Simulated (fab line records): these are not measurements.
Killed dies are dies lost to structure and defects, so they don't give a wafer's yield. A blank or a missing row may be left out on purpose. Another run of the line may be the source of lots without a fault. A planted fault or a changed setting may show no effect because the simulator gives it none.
Chamber matching / flow n5 finfet / N5_FIN_CUT_ETCH_20 on rie diel-02: 4 sister chambers
The step etches SiARC in CF4, target depth 26 nm, time 43.3 s. 18 wafers are shown with their chamber, then 9 later ones without.

== WAFERS PAIRED WITH THEIR CHAMBERS ==
wafer=L074.3; chamber=0; drypump motor current A (A)=5.0; showerhead plenum p Torr (Torr)=2.00; oes product au (a.u.)=0.72
wafer=L074.4; chamber=0; drypump motor current A (A)=5.0; showerhead plenum p Torr (Torr)=2.00; oes product au (a.u.)=0.71
wafer=L074.5; chamber=1; drypump motor current A (A)=5.2; showerhead plenum p Torr (Torr)=2.11; oes product au (a.u.)=0.58
wafer=L076.1; chamber=2; drypump motor current A (A)=5.8; showerhead plenum p Torr (Torr)=2.14; oes product au (a.u.)=0.61
wafer=L076.2; chamber=0; drypump motor current A (A)=5.0; showerhead plenum p Torr (Torr)=2.00; oes product au (a.u.)=0.71
wafer=L076.4; chamber=3; drypump motor current A (A)=5.4; showerhead plenum p Torr (Torr)=2.15; oes product au (a.u.)=0.66
wafer=L077.4; chamber=0; drypump motor current A (A)=5.0; showerhead plenum p Torr (Torr)=2.00; oes product au (a.u.)=0.71
wafer=L077.5; chamber=2; drypump motor current A (A)=5.8; showerhead plenum p Torr (Torr)=2.14; oes product au (a.u.)=0.60
wafer=L077.6; chamber=1; drypump motor current A (A)=5.2; showerhead plenum p Torr (Torr)=2.11; oes product au (a.u.)=0.57
wafer=L080.2; chamber=0; drypump motor current A (A)=5.0; showerhead plenum p Torr (Torr)=2.00; oes product au (a.u.)=0.70
wafer=L080.4; chamber=1; drypump motor current A (A)=5.2; showerhead plenum p Torr (Torr)=2.10; oes product au (a.u.)=0.57
wafer=L080.5; chamber=1; drypump motor current A (A)=5.2; showerhead plenum p Torr (Torr)=2.10; oes product au (a.u.)=0.56
wafer=L082.1; chamber=0; drypump motor current A (A)=5.0; showerhead plenum p Torr (Torr)=1.99; oes product au (a.u.)=0.70
wafer=L082.2; chamber=2; drypump motor current A (A)=5.8; showerhead plenum p Torr (Torr)=2.13; oes product au (a.u.)=0.60
wafer=L082.6; chamber=2; drypump motor current A (A)=5.8; showerhead plenum p Torr (Torr)=2.13; oes product au (a.u.)=0.60
wafer=L086.1; chamber=0; drypump motor current A (A)=5.0; showerhead plenum p Torr (Torr)=1.99; oes product au (a.u.)=0.69
wafer=L086.4; chamber=3; drypump motor current A (A)=5.5; showerhead plenum p Torr (Torr)=2.15; oes product au (a.u.)=0.63
wafer=L086.6; chamber=2; drypump motor current A (A)=5.8; showerhead plenum p Torr (Torr)=2.13; oes product au (a.u.)=0.60

SIGNATURES, as means of the wafers listed above
reading=drypump motor current A; chamber 0=5.000; chamber 1=5.200; chamber 2=5.800; chamber 3=5.450; scatter within a chamber=0.0189
reading=showerhead plenum p Torr; chamber 0=1.9971; chamber 1=2.1050; chamber 2=2.1340; chamber 3=2.1500; scatter within a chamber=0.00509
reading=oes product au; chamber 0=0.7057; chamber 1=0.5700; chamber 2=0.6020; chamber 3=0.6450; scatter within a chamber=0.00964
Rule: a wafer lies at a distance from a chamber equal to the root of the sum of squares, over the readings, of (its reading less the chamber's mean, divided by the reading's scatter). If the next closest chamber is less than 2 further off than the closest, the wafer can't be placed; otherwise it belongs to the closest. The scatter: take each reading less its chamber's mean, square it, sum over the shown wafers, divide by the number of wafers less the number of chambers, and take the root.

== WAFERS WITH NO CHAMBER GIVEN ==
wafer=L087.1; drypump motor current A (A)=5.4; showerhead plenum p Torr (Torr)=2.15; oes product au (a.u.)=0.64
wafer=L087.2; drypump motor current A (A)=5.2; showerhead plenum p Torr (Torr)=2.10; oes product au (a.u.)=0.82
wafer=L087.3; drypump motor current A (A)=5.0; showerhead plenum p Torr (Torr)=1.99; oes product au (a.u.)=0.68
wafer=L089.4; drypump motor current A (A)=5.7; showerhead plenum p Torr (Torr)=2.13; oes product au (a.u.)=0.61
wafer=L089.5; drypump motor current A (A)=5.0; showerhead plenum p Torr (Torr)=1.99; oes product au (a.u.)=0.69
wafer=L089.6; drypump motor current A (A)=5.5; showerhead plenum p Torr (Torr)=2.15; oes product au (a.u.)=0.64
wafer=L092.1; drypump motor current A (A)=5.5; showerhead plenum p Torr (Torr)=2.14; oes product au (a.u.)=0.63
wafer=L092.4; drypump motor current A (A)=5.2; showerhead plenum p Torr (Torr)=2.10; oes product au (a.u.)=0.79
wafer=L092.5; drypump motor current A (A)=5.0; showerhead plenum p Torr (Torr)=1.99; oes product au (a.u.)=0.68

== CHAMBER TAKEN BY EACH ==
wafer=L087.1; from the rows above=3; in truth=3
wafer=L087.2; from the rows above=can't be placed: 3 or 0 or 1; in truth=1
wafer=L087.3; from the rows above=0; in truth=0
wafer=L089.4; from the rows above=2; in truth=2
wafer=L089.5; from the rows above=0; in truth=0
wafer=L089.6; from the rows above=3; in truth=3
wafer=L092.1; from the rows above=3; in truth=3
wafer=L092.4; from the rows above=can't be placed: 3 or 1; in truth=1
wafer=L092.5; from the rows above=0; in truth=0
7 of 9 placed correctly. Not placeable from these rows: 2 (in 2, the candidates include the true chamber). Placed wrongly: 0.
